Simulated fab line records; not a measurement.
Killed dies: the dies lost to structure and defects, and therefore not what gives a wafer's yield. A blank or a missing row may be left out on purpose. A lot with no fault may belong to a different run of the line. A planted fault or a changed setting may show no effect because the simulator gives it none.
What tool caused it?	flow nand harc	42 wafers sampled from 14 lots at 1 step of a route of 1302

== WHAT THE GAUGES READ, wafer by wafer ==
NHARC_A_M1_INSPECT_11. Usual: raw defect count reads 89 (standard deviation 37).
lot	measured	on	raw defect count	flag
L959	day 22 21:32	defect inspect-02	22 15 18	
L960	day 23 08:59	defect inspect-02	163 157 126	
L962	day 24 01:10	defect inspect-01	20 22 16	
L961	day 24 02:38	defect inspect-01	106 119 98	
L964	day 25 01:52	defect inspect-01	61 68 61	
L965	day 26 06:40	defect inspect-01	69 79 63	
L968	day 27 11:28	defect inspect-01	130 116 115	
L970	day 28 01:53	defect inspect-01	74 64 69	
L971	day 28 06:07	defect inspect-02	100 100 101	
L972	day 28 20:37	defect inspect-01	197 138 148	
L975	day 30 04:54	defect inspect-02	84 86 79	
L980	day 32 00:17	defect inspect-02	81 84 88	
L979	day 32 01:11	defect inspect-01	92 84 97	
L981	day 32 18:45	defect inspect-02	67 72 72	

== WHICH TOOL RAN EACH LOT (tool, then ch and the chambers of the sampled wafers, then the start) ==
No process step before these readings appears in the record.

== WHAT THE TOOLS THEMSELVES READ (means of the sampled wafers that have a number; where no wafer has one, the mark that the record gives instead) ==
The record holds no such reading with a usual standard deviation.

== THE ANSWER, worked out from the rows above alone ==
Rule: a lot is off if the mean of its wafers that have a number lies more than 3 standard deviations from the usual mean. A lot without any number at a reading at which 4 lots or more have one is off too. Where the step has rows for the other lots, those lots are counted as sound. After the gauges, taken in route order, come the tools' own readings; for these a lot's mean is taken, as printed above. At the first step where some lot is off, the reading lying furthest off is the one used; lots without a number count as furthest.
Across all readings shown, no lot is off: no conclusion can be drawn from this.

== WHAT THE SIMULATOR PUT IN ==
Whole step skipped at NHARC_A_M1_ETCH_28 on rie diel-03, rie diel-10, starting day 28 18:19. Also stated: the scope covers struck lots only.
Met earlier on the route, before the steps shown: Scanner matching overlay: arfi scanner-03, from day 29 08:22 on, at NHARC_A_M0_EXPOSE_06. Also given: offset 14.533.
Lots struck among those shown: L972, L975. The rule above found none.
